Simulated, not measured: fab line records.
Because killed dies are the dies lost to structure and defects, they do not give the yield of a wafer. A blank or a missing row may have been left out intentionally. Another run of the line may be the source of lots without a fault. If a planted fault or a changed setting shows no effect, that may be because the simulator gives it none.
fab line records ; flow n5_finfet
record: lots: 7; wafers: 19; last_day: 17
route steps=1938 shown HKMG_FIN@390 PASSIVATION@1936
lots with no fault: from the same line, run without faults
start_h: hours from the record's first day to the start of the lot's first wafer shown ; wait_h: hours since the lot's step before ; " same as the row above ; L1.1+2: one row covering several wafers at once ; - no value, or no start given ; * or withheld: withheld ; < > ~ a bound
route shown NAME@n: a module of which the file shows steps, and the number in the route of the first ; usual: average and standard deviation across the fault-free wafers ; same: alike in all rows ; chamber/n: place in a boat ; sites: each site's reading ; _std_site: their standard deviation ; _edge_site: the outer-site mean with the inner-site mean subtracted ; radius_mm: how far each site lies from the wafer's centre ; mask NAME#n: copy n ; behind: the most recent tool/chamber to have shaped the wafer ; hold: cause of the lot's hold/its duration in hours/its outcome ; device: which transistor (n, p or np) failed to switch ; end of line: tests of these same wafers at the route's end ; where a step has no rows: the recipe by itself ; killed: not the wafer's yield, but the dies lost to structure and defects at the first sort ; map: shows each die of a wafer: x if killed, . if not, _ if none is there
set.NAME: the setting the step ran with; set.NAME@STEP: the setting that earlier step ran with ; model.NAME: the simulator's own value behind a step, which no gauge read
certain route steps with their lots: each step a table, each wafer a row
services: a tool's chamber out of use, with start hour (start_h, from the record's first day; less than 0 if before it), hours out, and reason
== steps ==
step: N5_HKMG_FIN_COAT_41
recipe: resist: SOC; temp_c: 250; time_s: 60; spin_rpm: 1500; resist_thk_nm: 300
step: N5_HKMG_FIN_COAT_42
recipe: resist: SiARC; temp_c: 220; time_s: 60; spin_rpm: 1500; resist_thk_nm: 35
step: N5_HKMG_FIN_COAT_43
recipe: resist: CAR-ArF; spin_rpm: 1500; resist_thk_nm: 90
step: N5_HKMG_FIN_EBR_45
recipe: solvent: PGMEA; ebr_width_mm: 1.5
step: N5_HKMG_FIN_SOFTBAKE_44
recipe: temp_c: 110; time_s: 60; resist: CAR-ArF
step: N5_HKMG_FIN_EXPOSE_46
recipe: mask_id: NDIPOLE; na: 1.35; source_shape: conventional; sigma_outer: 0.8; polarization: unpolarized; dose_mj: 40
step: N5_HKMG_FIN_PEB_47
recipe: peb_temp_c: withheld; peb_time_s: 60; resist: CAR-ArF
step: N5_HKMG_FIN_DEVELOP_48
recipe: develop_time_s: 30; developer: TMAH; resist: CAR-ArF; rinse_liquid: diw; dry: air_spin; dev_temp_c: 23
step: N5_HKMG_FIN_CD_MEAS_49
recipe: target_cd_nm: 202; landing_energy_ev: 500; detector: se_inlens; polarity: opening
usual: cd_nm: 202.3/0.55
lot.wafer;tool;chamber;start_h;wait_h;cd_nm
L342.3;cd_sem-01;0;102.87;-;202.1
L342.4;cd_sem-01;0;102.87;-;202.5
L342.6;cd_sem-01;0;102.87;-;202.7
L346.1;cd_sem-03;0;122.02;-;203.1
L347.1;cd_sem-01;0;130.36;-;202.7
L347.3;cd_sem-01;0;130.36;-;202.4
L347.4;cd_sem-01;0;130.36;-;202.1
L349.2;cd_sem-01;0;140.10;-;202.4
L349.3;cd_sem-01;0;140.10;-;202.0
L349.5;cd_sem-01;0;140.10;-;202.1
L350.2;cd_sem-02;0;151.72;-;201.3
L350.4;cd_sem-02;0;151.72;-;202.0
L350.6;cd_sem-02;0;151.72;-;202.2
L352.2;cd_sem-02;0;163.62;-;202.4
L352.5;cd_sem-02;0;163.62;-;202.6
L352.6;cd_sem-02;0;163.62;-;202.2
L359.2;cd_sem-03;0;198.99;-;201.6
L359.5;cd_sem-03;0;198.99;-;202.3
L359.6;cd_sem-03;0;198.99;-;202.3
step: N5_HKMG_FIN_OVL_MEAS_50
recipe: points_per_wafer: 44
usual: NDIPOLE_OVL: 0.0/0.74
lot.wafer;tool;chamber;start_h;wait_h;NDIPOLE_OVL[nm]
L342.3;overlay-02;0;102.90;0.0;-0.3
L342.4;overlay-02;0;102.90;0.0;0.6
L342.6;overlay-02;0;102.90;0.0;0.4
L346.1;overlay-02;0;122.05;0.0;0.1
L347.1;overlay-02;0;130.39;0.0;-0.7
L347.3;overlay-02;0;130.39;0.0;-0.1
L347.4;overlay-02;0;130.39;0.0;-0.5
L349.2;overlay-01;0;140.13;0.0;0.5
L349.3;overlay-01;0;140.13;0.0;1.1
L349.5;overlay-01;0;140.13;0.0;0.5
L350.2;overlay-02;0;151.75;0.0;-1.4
L350.4;overlay-02;0;151.75;0.0;-0.4
L350.6;overlay-02;0;151.75;0.0;-0.5
L352.2;overlay-01;0;163.65;0.0;0.0
L352.5;overlay-01;0;163.65;0.0;-0.6
L352.6;overlay-01;0;163.65;0.0;-0.3
L359.2;overlay-02;0;199.02;0.0;0.0
L359.5;overlay-02;0;199.02;0.0;-0.1
L359.6;overlay-02;0;199.02;0.0;1.6
step: N5_HKMG_FIN_INSPECT_61
recipe: mode: adi; inspect_instrument: macro
usual: raw_defect_count: 2.1/1.3
lot.wafer;tool;chamber;start_h;wait_h;raw_defect_count
L342.3;defect_inspect-01;-;102.93;0.0;3
L342.4;defect_inspect-01;-;102.93;0.0;2
L342.6;defect_inspect-01;-;102.93;0.0;3
L346.1;defect_inspect-02;-;122.08;0.0;2
L347.1;defect_inspect-01;-;130.42;0.0;3
L347.3;defect_inspect-01;-;130.42;0.0;1
L347.4;defect_inspect-01;-;130.42;0.0;0
L349.2;defect_inspect-02;-;140.16;0.0;2
L349.3;defect_inspect-02;-;140.16;0.0;2
L349.5;defect_inspect-02;-;140.16;0.0;2
L350.2;defect_inspect-02;-;151.77;0.0;1
L350.4;defect_inspect-02;-;151.77;0.0;3
L350.6;defect_inspect-02;-;151.77;0.0;0
L352.2;defect_inspect-01;-;163.68;0.0;4
L352.5;defect_inspect-01;-;163.68;0.0;1
L352.6;defect_inspect-01;-;163.68;0.0;6
L359.2;defect_inspect-02;-;199.04;0.0;4
L359.5;defect_inspect-02;-;199.04;0.0;1
L359.6;defect_inspect-02;-;199.04;0.0;2
step: N5_HKMG_FIN_DESCUM_53
recipe: chemistry: O2; time_s: 7.9; source_power_w: 50; bias_power_w: 20; pressure_mtorr: 20; rf_frequency_hz: 2.712e+07; temp_c: 40; resist: CAR-ArF; o2_flow_sccm: 225
usual: drypump_motor_current_A: 5.8/0.5; oes_product_au: 0.76/0.08; rf_vpp_V: 242.9/1.3; showerhead_plenum_p_Torr: 2.08/0.068; throttle_valve_pct: 20.43/0.2
lot.wafer;tool;chamber;start_h;wait_h;drypump_motor_current_A;oes_product_au;rf_hours_counter_h;rf_vpp_V;showerhead_plenum_p_Torr;throttle_valve_pct
L342.3;rie_diel-04;2;102.99;0.1;5.6;0.74;197;241.1;1.98;20.51
L342.4;rie_diel-04;1;102.99;0.1;6.3;0.69;224;242.8;2.07;20.35
L342.6;rie_diel-04;2;102.99;0.1;5.6;0.74;-;242.8;1.98;20.51
L346.1;rie_diel-04;2;122.21;0.1;5.6;0.72;205;241.2;1.98;20.52
L347.1;rie_diel-04;2;130.45;0.0;5.6;0.72;207;242.7;1.98;20.51
L347.3;rie_diel-04;0;130.45;0.0;6.7;0.68;236;240.8;1.98;20.78
L347.4;rie_diel-04;1;130.45;0.0;6.3;0.69;234;243.2;2.07;20.38
L349.2;rie_diel-04;1;140.33;0.2;6.3;0.68;238;242.1;2.07;20.38
L349.3;rie_diel-04;3;140.33;0.2;6.4;0.92;20;244.9;2.14;20.45
L349.5;rie_diel-04;2;140.33;0.2;5.6;0.72;-;240.4;1.98;20.53
L350.2;rie_diel-02;3;151.86;0.1;5.6;0.74;164;242.3;2.09;20.39
L350.4;rie_diel-02;0;151.86;0.1;5.3;0.72;194;240.6;2.01;20.40
L350.6;rie_diel-02;1;151.86;0.1;6.2;0.72;-;245.0;2.15;20.26
L352.2;rie_diel-03;0;164.04;0.4;5.6;0.74;186;242.9;2.07;20.22
L352.5;rie_diel-03;2;164.04;0.4;5.4;0.80;-;243.2;2.10;20.19
L352.6;rie_diel-03;1;164.04;0.4;5.3;0.84;-;244.0;2.13;20.19
L359.2;rie_diel-02;3;199.07;0.0;5.6;0.74;180;242.6;2.08;20.41
L359.5;rie_diel-02;3;199.07;0.0;5.6;0.73;-;243.5;2.08;20.39
L359.6;rie_diel-02;0;199.07;0.0;5.3;0.71;-;242.0;2.00;20.43
step: N5_HKMG_FIN_ETCH_54
recipe: chemistry: CF4; target: SiARC; target_depth_a: 455; mask_material: CAR-ArF; time_s: 75.8; ion_energy_ev: 80; pressure_mtorr: 40; source_w: 545; bias_w: 36; Ar_flow_sccm: 100; cf4_flow_sccm: 100; ends: cleared
usual: drypump_motor_current_A: 5.8/0.5; etch_rf_on_time_s: 75.8/1.8; mfc_ar_sccm: 100.1/0.33; oes_product_au: 0.64/0.066; rf_vpp_V: 183.8/1.1; showerhead_plenum_p_Torr: 2.12/0.068; throttle_valve_pct: 15.62/0.19
lot.wafer;tool;chamber;start_h;wait_h;drypump_motor_current_A;etch_rf_on_time_s;mfc_ar_sccm;oes_product_au;rf_hours_counter_h;rf_vpp_V;showerhead_plenum_p_Torr;throttle_valve_pct
L342.3;rie_diel-04;2;103.03;0.0;5.6;77.9;100.2;0.61;197;182.3;2.04;15.77
L342.4;rie_diel-04;1;103.03;0.0;6.3;73.9;99.9;0.60;224;184.2;2.11;15.56
L342.6;rie_diel-04;2;103.03;0.0;5.6;78.0;100.5;0.62;-;182.7;2.04;15.74
L346.1;rie_diel-04;2;122.24;0.0;5.6;122.4;100.6;0.54;205;182.6;2.03;15.75
L347.1;rie_diel-04;2;130.49;0.0;5.6;120.0;99.9;0.53;207;183.1;2.03;15.76
L347.3;rie_diel-04;0;130.49;0.0;6.7;74.8;100.0;0.58;236;182.7;2.03;15.94
L347.4;rie_diel-04;1;130.49;0.0;6.3;72.7;100.0;0.59;234;183.1;2.11;15.58
L349.2;rie_diel-04;1;140.37;0.0;6.3;73.5;100.4;0.59;238;184.2;2.11;15.61
L349.3;rie_diel-04;3;140.37;0.0;6.5;75.8;99.9;0.78;20;185.6;2.19;15.55
L349.5;rie_diel-04;2;140.37;0.0;5.6;119.0;99.5;0.53;-;183.3;2.03;15.75
L350.2;rie_diel-02;3;151.90;0.0;5.6;72.8;100.3;0.65;164;183.0;2.14;15.55
L350.4;rie_diel-02;0;151.90;0.0;5.3;77.0;100.1;0.61;194;183.4;2.04;15.51
L350.6;rie_diel-02;1;151.90;0.0;6.2;76.9;100.5;0.61;-;185.2;2.21;15.59
L352.2;rie_diel-03;0;164.08;0.0;5.6;72.9;100.2;0.64;186;183.0;2.13;15.47
L352.5;rie_diel-03;2;164.08;0.0;5.4;74.7;99.6;0.70;-;184.7;2.15;15.37
L352.6;rie_diel-03;1;164.08;0.0;5.3;75.4;100.0;0.72;-;184.5;2.17;15.34
L359.2;rie_diel-02;3;199.11;0.0;5.6;72.9;100.2;0.63;180;183.4;2.13;15.59
L359.5;rie_diel-02;3;199.11;0.0;5.6;72.7;100.7;0.63;-;182.9;2.13;15.60
L359.6;rie_diel-02;0;199.11;0.0;5.3;77.0;100.1;0.60;-;182.5;2.04;15.54
step: N5_HKMG_FIN_ETCH_55
recipe: chemistry: N2/H2; target: SOC; target_depth_a: 2400; temp_c: 40; time_s: 300; ion_energy_ev: 200; mask_material: SiARC; pressure_mtorr: 30; source_w: 840; bias_w: 150; n2_flow_sccm: 200; h2_flow_sccm: 200
usual: drypump_motor_current_A: 5.8/0.5; oes_product_au: 0.75/0.078; rf_vpp_V: 523.2/2.4; showerhead_plenum_p_Torr: 2.53/0.085; throttle_valve_pct: 17.85/0.25
lot.wafer;tool;chamber;start_h;wait_h;drypump_motor_current_A;oes_product_au;rf_hours_counter_h;rf_vpp_V;showerhead_plenum_p_Torr;throttle_valve_pct
L342.3;rie_diel-04;2;103.08;0.0;5.6;0.71;197;521.0;2.42;17.92
L342.4;rie_diel-04;1;103.08;0.0;6.3;0.70;224;523.7;2.51;17.70
L342.6;rie_diel-04;2;103.08;0.0;5.6;0.71;-;520.3;2.42;17.95
L346.1;rie_diel-04;2;122.30;0.0;5.6;0.71;205;520.7;2.42;17.95
L347.1;rie_diel-04;2;130.54;0.0;5.6;0.70;207;519.7;2.42;17.96
L347.3;rie_diel-04;0;130.54;0.0;6.7;0.69;236;520.1;2.42;18.22
L347.4;rie_diel-04;1;130.54;0.0;6.3;0.69;234;522.8;2.51;17.72
L349.2;rie_diel-04;1;140.42;0.0;6.3;0.69;238;524.1;2.50;17.72
L349.3;rie_diel-04;3;140.42;0.0;6.4;0.91;20;525.3;2.59;17.76
L349.5;rie_diel-04;2;140.42;0.0;5.6;0.70;-;520.9;2.42;17.97
L350.2;rie_diel-02;3;151.95;0.0;5.6;0.76;164;523.7;2.53;17.84
L350.4;rie_diel-02;0;151.95;0.0;5.3;0.71;194;521.1;2.40;17.58
L350.6;rie_diel-02;1;151.95;0.0;6.3;0.72;-;527.8;2.63;17.87
L352.2;rie_diel-03;0;164.14;0.0;5.6;0.75;186;523.9;2.54;17.94
L352.5;rie_diel-03;2;164.14;0.0;5.4;0.81;-;525.4;2.55;17.54
L352.6;rie_diel-03;1;164.14;0.0;5.3;0.84;-;524.6;2.59;17.53
L359.2;rie_diel-02;3;199.16;0.0;5.6;0.75;180;525.4;2.53;17.85
L359.5;rie_diel-02;3;199.16;0.0;5.6;0.74;-;524.0;2.53;17.85
L359.6;rie_diel-02;0;199.16;0.0;5.3;0.70;-;518.6;2.40;17.59
step: N5_PASSIVATION_PROBE_49
usual: killed_at_M0_to_M3: 37/12; killed_at_M4_up: 14/5.3; killed_at_contacts: 12/6.2; killed_at_front_end: 41/11; killed_at_other: 3.7/2.9; killed_dies: 107/17; killed_open: 71/12; killed_short: 34/7.9
same: gross_dies: 1180; killed_at_back_side: 0
lot.wafer;tool;chamber;start_h;wait_h;killed_at_M0_to_M3;killed_at_M4_up;killed_at_contacts;killed_at_front_end;killed_at_other;killed_dies;killed_open;killed_short
L342.3;prober-01;-;317.00;0.1;35;18;11;43;5;112;71;34
L342.4;prober-01;-;317.05;0.2;18;11;6;42;3;80;41;34
L342.6;prober-01;-;317.15;0.3;46;11;6;32;4;99;64;35
L352.2;prober-02;-;366.71;0.1;44;15;11;25;0;95;69;24
L352.5;prober-02;-;366.86;0.2;28;14;7;31;4;84;58;25
L352.6;prober-02;-;366.91;0.3;46;19;11;36;8;120;80;40
killed by level:class
L342.3 BEOL_M2:geometric_particle:open=14 FIN_SAQP:geometric_particle:open=9 STI_FIN_REVEAL:geometric_particle:open=8 MOL_CONTACT_COAG:geometric_particle:open=7 FIN_SAQP:geometric_particle:short=6 HKMG_FIN:area_etch=6 ILD0:geometric_particle:short=5 BEOL_M5:geometric_particle:open=5
L342.4 FIN_SAQP:geometric_particle:short=13 STI_FIN_REVEAL:geometric_particle:open=7 BEOL_M0_SAQP:geometric_particle:short=7 DUMMY_GATE:geometric_particle:open=6 BEOL_M2:geometric_particle:open=5 HKMG_FIN:area_etch=5 FIN_SAQP:geometric_particle:open=4 MOL_CONTACT_COAG:geometric_particle:open=4
L342.6 BEOL_M3:geometric_particle:open=9 STI_FIN_REVEAL:geometric_particle:open=8 BEOL_M0_SAQP:geometric_particle:short=8 DUMMY_GATE:geometric_particle:open=6 BEOL_M0_SAQP:geometric_particle:open=6 BEOL_M1:geometric_particle:open=6 BEOL_M1:geometric_particle:short=6 MOL_CONTACT_COAG:geometric_particle:open=4
L352.2 BEOL_M1:geometric_particle:open=9 MOL_CONTACT_COAG:geometric_particle:open=7 BEOL_M0_SAQP:geometric_particle:open=7 BEOL_M0:geometric_particle:open=7 BEOL_M3:geometric_particle:open=7 FIN_SAQP:geometric_particle:open=5 BEOL_M2:geometric_particle:open=5 ILD0:geometric_particle:short=4
L352.5 BEOL_M1:geometric_particle:open=10 BEOL_M0:geometric_particle:open=6 FIN_SAQP:geometric_particle:open=5 STI_FIN_REVEAL:geometric_particle:open=5 STARTING-WAFER:geometric_particle:short=5 BEOL_M3:geometric_particle:open=5 DUMMY_GATE:geometric_particle:open=4 MOL_CONTACT_COAG:geometric_particle:open=4
L352.6 BEOL_M0:geometric_particle:open=11 MOL_CONTACT_COAG:geometric_particle:open=9 BEOL_M0_SAQP:geometric_particle:short=9 BEOL_M4:geometric_particle:open=9 BEOL_M2:geometric_particle:open=8 FIN_SAQP:geometric_particle:open=7 MIM_TOP:geometric_particle:open=5 DUMMY_GATE:geometric_particle:open=4
== services ==
tool;chamber;start_h;hours;kind
rie_diel-02;0;79.64;8.6;repair
rie_diel-02;1;79.64;3.7;repair
rie_diel-02;-;145.40;4.3;pm
rie_diel-03;3;158.12;-;clean
rie_diel-03;3;158.12;-;consumable_replace:focus_ring
rie_diel-03;3;158.12;-;consumable_replace:showerhead
rie_diel-03;3;158.12;16.4;scheduled_down
rie_diel-03;3;158.12;16.4;vent_cycle
rie_diel-02;-;163.03;3.2;repair
rie_diel-04;0;165.28;-;clean
rie_diel-04;0;165.28;-;consumable_replace:focus_ring
rie_diel-04;0;165.28;-;consumable_replace:showerhead
rie_diel-04;0;165.28;18.7;scheduled_down
rie_diel-04;0;165.28;18.7;vent_cycle
rie_diel-04;1;184.08;-;clean
rie_diel-04;1;184.08;-;consumable_replace:focus_ring
rie_diel-04;1;184.08;16.1;scheduled_down
rie_diel-04;1;184.08;16.1;vent_cycle
rie_diel-03;3;189.80;9.6;repair
== key ==
first_sign: step: N5_HKMG_FIN_ETCH_54; reading: etch_rf_on_time_s; direction: up; sigmas: 24; usual: *; struck: *
effect none on later readings
met_at N5_HKMG_FIN_ETCH_54
struck_wafers L346.1,L347.1,L349.5
rows_end L346.1
tester_left_out L347,L349
onset_between 103.03 122.24
fault: kind: process_parameter_drift; tool: rie_diel-04; chamber: 2; onset_h: 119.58; steps: N5_HKMG_FIN_ETCH_54; channel: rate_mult; offset: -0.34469; shape: step
tester_left_out: of these lots the tester's yield and bins aren't shown, on N5 and GAA mostly nor the transistor test; their killed dies are dies lost to structure and defects alone, not to doping, threshold or leakage, so they don't give the yield
rows_end: these wafers met a further fault down the route, and their rows from its step on are left out
